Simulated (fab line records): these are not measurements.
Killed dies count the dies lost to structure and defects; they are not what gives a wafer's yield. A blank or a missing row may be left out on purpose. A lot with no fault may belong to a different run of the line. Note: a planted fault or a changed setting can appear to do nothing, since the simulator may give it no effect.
One fault seen from 2 desks / flow n5Finfet / each desk holds nothing but its own numbers, with what lay behind them at the end

## DESK OF THE TOOL OWNER: rieDiel-01
The tool's own readings at N5_BEOL_M11_VIA_ETCH_34 (etches SiCOH lowk in C4F6/O2, target depth 184.5 nm, time 69.2 s): means of the sampled wafers that have a number, for each lot that ran on this tool. Marked OUT: a lot whose mean sits more than 4 standard deviations from the usual mean, which makes it out of limits; the brackets give that distance. 7 of its 8 readings are shown: the first one out of limits and those lying furthest out on some lot.
Columns: A = C4F6_flow_sccm at N5_BEOL_M11_VIA_ETCH_34, usual 10.00 sccm; B = drypumpMotorCurrentA at N5_BEOL_M11_VIA_ETCH_34, usual 5.7 A; C = oes_o_777_au at N5_BEOL_M11_VIA_ETCH_34, usual 0.82 a.u.; D = oesProductAu at N5_BEOL_M11_VIA_ETCH_34, usual 0.82 a.u.; E = runLengthS at N5_BEOL_M11_VIA_ETCH_34, usual 92.5 s; F = showerheadPlenumPTorr at N5_BEOL_M11_VIA_ETCH_34, usual 2.88 Torr; G = throttleValvePct at N5_BEOL_M11_VIA_ETCH_34, usual 20.79 %
lot=L645; first seen here=day 10 11:46; A=9.98; B=5.7; C=0.80; D=0.79; E=92.4; F=2.86; G=20.99
lot=L649; first seen here=day 11 05:04; A=10.03; B=6.0; C=0.90; D=0.87; E=92.6; F=2.87; G=20.71
lot=L651; first seen here=day 12 04:47; A=10.05; B=5.9; C=0.87; D=0.85; E=92.6; F=2.86; G=20.89
lot=L656; first seen here=day 13 19:02; A=10.02; B=5.7; C=0.89; D=0.86; E=90.6 (-4.6) OUT; F=2.79; G=20.92
lot=L659; first seen here=day 14 03:35; A=10.01; B=6.0; C=0.89; D=0.85; E=90.8; F=2.80; G=20.94
This desk finds L656 out of limits, L656 being first, at day 13 19:02 (runLengthS at N5_BEOL_M11_VIA_ETCH_34). In limits: L645, L649, L651, L659.

## THE METROLOGY DESK
Lot by lot, what the gauges showed, no matter which tool ran the lot: averages of those sampled wafers that carry a number. Marked OUT: a lot whose mean sits more than 4 standard deviations from the usual mean, which makes it out of limits; the brackets give that distance.
Columns: A = cdNm at N5_BEOL_M11_CD_MEAS_11, usual 64.4 nm; B = V10_OVL at N5_BEOL_M11_OVL_MEAS_29, usual -0.5 nm
lot=L644; first seen here=day 9 18:46; A=64.8; B=-1.1
lot=L645; first seen here=day 10 09:24; A=64.1; B=-0.3
lot=L647; first seen here=day 10 20:55; A=64.7; B=0.3
lot=L648; first seen here=day 11 02:14; A=63.7; B=-1.1
lot=L649; first seen here=day 11 02:46; A=64.5; B=-1.1
lot=L651; first seen here=day 12 02:24; A=64.1; B=-0.2
lot=L654; first seen here=day 12 19:24; A=63.6; B=-0.6
lot=L656; first seen here=day 13 15:17; A=64.2; B=-0.0
lot=L659; first seen here=day 14 02:19; A=64.2; B=-0.3
lot=L662; first seen here=day 14 18:04; A=63.7; B=-1.5
lot=L666; first seen here=day 15 20:39; A=64.3; B=0.1
lot=L667; first seen here=day 15 21:16; A=64.6; B=-0.4
Result from this desk: across the 12 lots, nothing is out of limits.

## ALL TOGETHER
On L656, at day 13 19:02, an alarm was possible from the tool owner's desk.
At the metrology desk, nothing out of limits was observed.
The metrology desk has L656 on record, within its limits.
On rieDiel-01, each named lot ran N5_BEOL_M11_VIA_ETCH_34.

## WHAT WAS PUT IN BY THE SIMULATOR
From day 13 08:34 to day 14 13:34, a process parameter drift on rieDiel-01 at N5_BEOL_M11_VIA_ETCH_34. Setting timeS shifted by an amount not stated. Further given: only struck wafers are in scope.
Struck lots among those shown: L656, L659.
Hours from the fault's start to each desk's first reading out of limits: the tool owner's desk, 10.
